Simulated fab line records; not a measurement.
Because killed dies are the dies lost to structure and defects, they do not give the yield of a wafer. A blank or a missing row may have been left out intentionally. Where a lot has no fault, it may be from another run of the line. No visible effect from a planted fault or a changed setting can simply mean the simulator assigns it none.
What tool caused it? | flow n5 finfet | 9 lots, 27 wafers sampled, at 5 steps of a route of 1938

== WHAT EACH GAUGE READ, for each wafer ==
N5_STI_FIN_REVEAL_FIN_H_MEAS_10. Usual: trench depth nm reads 52.0 nm (standard deviation 0.65).
lot  | measured    | on     | trench depth nm (nm) | flag
L707 | day 4 01:05 | ocd-01 | 53.2 52.7 53.1       |
L709 | day 4 13:19 | ocd-02 | 52.1 51.6 52.5       |
L710 | day 4 19:44 | ocd-01 | 52.9 51.4 52.5       |
L714 | day 5 18:29 | ocd-02 | 52.2 52.4 51.5       |
L715 | day 6 01:16 | ocd-01 | 52.4 52.8 51.4       |
L716 | day 6 07:50 | ocd-02 | 51.0 51.9 51.5       |
L719 | day 7 01:39 | ocd-01 | 51.6 52.1 51.7       |
L721 | day 7 15:37 | ocd-01 | 52.0 52.1 51.8       |
L723 | day 8 01:20 | ocd-01 | 51.4 51.2 51.5       |

N5_BEOL_M4_RC_MEAS_101. Usual: DIBL_N 36.4 mV/V, standard deviation 1.2; DIBL_P 36.1 mV/V, standard deviation 1.6; IOFF_N 0.156 nA/um, standard deviation 0.024; IOFF_P 0.21 nA/um, standard deviation 0.031; ION_N 674 uA/um, standard deviation 11; ION_P 463 uA/um, standard deviation 6.9; SS_N 71.5 mV/dec, standard deviation 0.5; SS_P 73.2 mV/dec, standard deviation 0.55; VT_N 250.0 mV, standard deviation 2.9; VT_P -250 mV, standard deviation 3.6.
lot  | measured     | on        | DIBL_N (mV/V)  | DIBL_P (mV/V)  | IOFF_N (nA/um)    | IOFF_P (nA/um) | ION_N (uA/um) | ION_P (uA/um) | SS_N (mV/dec)  | SS_P (mV/dec)  | VT_N (mV)         | VT_P (mV)      | flag
L707 | day 8 23:57  | prober-01 | 36.8 38.0 37.1 | 35.8 36.4 36.3 | 0.182 0.195 0.185 | 0.28 0.28 0.29 | 676 683 681   | 470 467 471   | 71.2 72.1 71.8 | 73.6 74.5 73.5 | 250.4 247.6 247.4 | -245 -242 -243 |
L709 | day 9 11:13  | prober-02 | 38.4 37.3 37.4 | 38.1 38.3 37.4 | 0.182 0.173 0.163 | 0.22 0.21 0.19 | 684 677 683   | 467 461 466   | 71.4 72.0 71.9 | 73.2 72.5 73.1 | 248.8 247.9 249.7 | -250 -248 -249 |
L710 | day 10 06:21 | prober-02 | 39.1 37.1 38.8 | 38.8 35.5 38.1 | 0.219 0.158 0.207 | 0.26 0.21 0.25 | 698 676 698   | 476 466 471   | 72.2 71.5 71.7 | 73.5 73.5 73.9 | 243.5 249.8 244.3 | -246 -249 -246 |
L714 | day 11 02:11 | prober-01 | 37.0 37.7 36.5 | 35.7 36.9 35.4 | 0.143 0.156 0.135 | 0.17 0.18 0.16 | 665 684 667   | 455 458 454   | 72.0 72.1 71.4 | 73.3 73.2 73.1 | 250.7 249.1 252.3 | -259 -258 -259 |
L715 | day 11 03:54 | prober-02 | 36.6 35.8 34.6 | 35.0 34.9 33.3 | 0.154 0.151 0.127 | 0.19 0.18 0.17 | 681 684 665   | 463 460 452   | 71.8 71.6 71.5 | 73.3 73.0 73.3 | 252.5 249.4 253.1 | -252 -254 -257 |
L716 | day 11 12:38 | prober-02 | 37.7 35.5 35.6 | 36.7 34.2 34.6 | 0.170 0.130 0.140 | 0.20 0.16 0.17 | 672 667 671   | 455 460 460   | 71.7 70.6 71.4 | 74.1 73.1 73.3 | 250.4 253.5 252.1 | -252 -256 -254 |
L719 | day 12 19:10 | prober-01 | 33.6 34.9 34.4 | 34.5 36.2 35.3 | 0.101 0.126 0.113 | 0.16 0.18 0.17 | 653 663 657   | 455 460 457   | 70.5 71.2 70.8 | 73.0 72.9 72.4 | 258.6 253.7 257.3 | -256 -254 -256 |
L721 | day 12 20:18 | prober-02 | 34.0 34.5 34.4 | 34.0 35.2 33.8 | 0.129 0.134 0.120 | 0.18 0.20 0.18 | 667 670 660   | 467 467 459   | 71.0 71.1 70.2 | 73.1 72.5 72.6 | 252.9 249.4 251.6 | -249 -250 -250 |
L723 | day 14 02:38 | prober-02 | 37.1 36.2 36.1 | 37.7 36.1 36.2 | 0.179 0.154 0.154 | 0.23 0.20 0.20 | 668 657 670   | 464 455 460   | 71.8 71.2 71.6 | 74.1 73.4 73.5 | 247.6 252.0 250.1 | -249 -253 -253 |

== WHICH TOOL RAN EACH LOT (tool, then ch and the chambers of the sampled wafers, then the start) ==
lot  | N5_FIN_CUT_STRIP_22               | N5_STI_FIN_REVEAL_CMP_04     | N5_DUMMY_GATE_ALD_02
L707 | rie diel-05 ch 0,1,2, day 3 16:17 | cmp-01 ch 0,2, day 3 21:34   | ald sin-01 ch 0,1,2, day 4 01:53
L709 | rie diel-05 ch 2,3, day 4 04:11   | cmp-04 ch 1,2,3, day 4 09:30 | ald sin-01 ch 0,2, day 4 13:29
L710 | rie diel-06 ch 0,1,2, day 4 10:34 | cmp-01 ch 0,3, day 4 15:56   | ald sin-01 ch 1,2, day 4 21:05
L714 | rie diel-05 ch 1,3, day 5 09:40   | cmp-04 ch 0,1,3, day 5 14:59 | ald sin-01 ch 2,3, day 5 18:41
L715 | rie diel-04 ch 0,2, day 5 15:29   | cmp-04 ch 0,1,3, day 5 21:19 | ald sin-03 ch 0,1,2, day 6 01:53
L716 | rie diel-06 ch 0,2,3, day 5 22:52 | cmp-04 ch 1,2,3, day 6 04:24 | ald sin-01 ch 1,2,3, day 6 08:01
L719 | rie diel-06 ch 2,3, day 6 15:23   | cmp-03 ch 1,2, day 6 21:51   | ald sin-01 ch 1,2,3, day 7 01:53
L721 | rie diel-05 ch 1,3, day 7 05:28   | cmp-04 ch 1,2,3, day 7 12:08 | ald sin-04 ch 0,2, day 7 15:55
L723 | rie diel-04 ch 0,1, day 7 16:25   | cmp-04 ch 0,3, day 7 21:46   | ald sin-03 ch 0,1,3, day 8 01:31
- N5_FIN_CUT_STRIP_22: strips in N2/H2.
- N5_STI_FIN_REVEAL_CMP_04: polishes, stops on Si3N4, t overpolish 4 s, target thk 131.83 nm.
- N5_DUMMY_GATE_ALD_02: deposits SiO2, target thk 2 nm, pulse time 1 s.

== AS READ BY THE TOOLS THEMSELVES (means over the sampled wafers that have a number; for cases with no such wafer, the mark the record gives instead) ==
N5_FIN_CUT_STRIP_22. Usual: drypump motor current A 5.7 A, standard deviation 0.38; oes product au 0.76 a.u., standard deviation 0.076; rf vpp V 54.3 V, standard deviation 2.5; showerhead plenum p Torr 3.39 Torr, standard deviation 0.11; throttle valve pct 18.75 %, standard deviation 0.28.
lot  | tool        | drypump motor current A (A) | oes product au (a.u.) | rf vpp V (V) | showerhead plenum p Torr (Torr) | throttle valve pct (%) | flag
L707 | rie diel-05 | 5.6                         | 0.81                  | 55.0         | 3.37                            | 18.94                  |
L709 | rie diel-05 | 5.4                         | 0.89                  | 50.9         | 3.33                            | 18.37                  |
L710 | rie diel-06 | 5.8                         | 0.74                  | 54.0         | 3.40                            | 18.70                  |
L714 | rie diel-05 | 5.6                         | 0.77                  | 54.8         | 3.24                            | 18.92                  |
L715 | rie diel-04 | 6.2                         | 0.73                  | 53.1         | 3.29                            | 19.08                  |
L716 | rie diel-06 | 5.6                         | 0.74                  | 55.6         | 3.48                            | 18.66                  |
L719 | rie diel-06 | 5.7                         | 0.75                  | 54.7         | 3.48                            | 18.62                  |
L721 | rie diel-05 | 5.6                         | 0.81                  | 53.1         | 3.25                            | 18.70                  |
L723 | rie diel-04 | 5.8                         | 0.73                  | 54.1         | 3.40                            | 18.76                  |

N5_STI_FIN_REVEAL_CMP_04. Usual: motor current A 8.1 A, standard deviation 0.63; overpolish run s 4.000 s, standard deviation 0.0089; retaining ring pressure frac 1.000, standard deviation 0.0051; slurry flow ml min 150.0, standard deviation 0.44; time to endpoint s 103 s, standard deviation 4.6.
lot  | tool   | motor current A (A) | overpolish run s (s) | retaining ring pressure frac | slurry flow ml min | time to endpoint s (s) | flag
L707 | cmp-01 | 8.5                 | 4.009                | 1.004                        | 150.5              | 101                    |
L709 | cmp-04 | 8.1                 | 4.006                | 0.995                        | 150.2              | 108                    |
L710 | cmp-01 | 8.8                 | 3.999                | 1.003                        | 150.2              | 100                    |
L714 | cmp-04 | 7.8                 | 4.014                | 1.005                        | 149.8              | 110                    |
L715 | cmp-04 | 8.0                 | 4.009                | 1.001                        | 149.5              | 105                    |
L716 | cmp-04 | 8.3                 | 3.999                | 0.998                        | 150.4              | 106                    |
L719 | cmp-03 | 7.2                 | 4.005                | 1.002                        | 149.8              | 99                     |
L721 | cmp-04 | 8.2                 | 4.005                | 0.996                        | 150.0              | 103                    |
L723 | cmp-04 | 7.9                 | 4.001                | 1.003                        | 149.9              | 106                    |

N5_DUMMY_GATE_ALD_02. Usual: heater power w 477 W, standard deviation 64; precursor pulse height rel 1.001, standard deviation 0.021; susceptor temp C 299.98 C, standard deviation 0.19.
lot  | tool       | heater power w (W) | precursor pulse height rel | susceptor temp C (C) | flag
L707 | ald sin-01 | 501                | 1.006                      | 299.97               |
L709 | ald sin-01 | 501                | 1.017                      | 300.03               |
L710 | ald sin-01 | 451                | 1.002                      | 300.02               |
L714 | ald sin-01 | 410                | 0.985                      | 300.20               |
L715 | ald sin-03 | 488                | 0.986                      | 300.06               |
L716 | ald sin-01 | 453                | 1.004                      | 296.46               | OFF
L719 | ald sin-01 | 452                | 0.987                      | 296.40               | OFF
L721 | ald sin-04 | 534                | 1.022                      | 299.99               |
L723 | ald sin-03 | 483                | 0.974                      | 299.90               |

== THE ANSWER, worked out from the rows above alone ==
Rule: take the mean of a lot's wafers that have a number; if it is more than 3 standard deviations from the usual mean, the lot is off. Also off: a lot with no number at a reading for which 4 or more lots have one. Any other lot the step has rows for is counted as sound. After the gauges, taken in route order, come the tools' own readings; for these a lot's mean is taken, as printed above. The first step at which some lot is off is used, and at that step the reading that is off furthest; a lot without a number counts as furthest.
Off, at N5_DUMMY_GATE_ALD_02 on susceptor temp C: L716, L719.
A tool fits if, at that step or a process step before it, it ran every lot that is off, and no sound lot after the first of them. 2 tools fit, rie diel-06 at N5_FIN_CUT_STRIP_22 and ald sin-01 at N5_DUMMY_GATE_ALD_02, so this cannot tell which one it is.

== WHAT HAD BEEN PUT IN BY THE SIMULATOR ==
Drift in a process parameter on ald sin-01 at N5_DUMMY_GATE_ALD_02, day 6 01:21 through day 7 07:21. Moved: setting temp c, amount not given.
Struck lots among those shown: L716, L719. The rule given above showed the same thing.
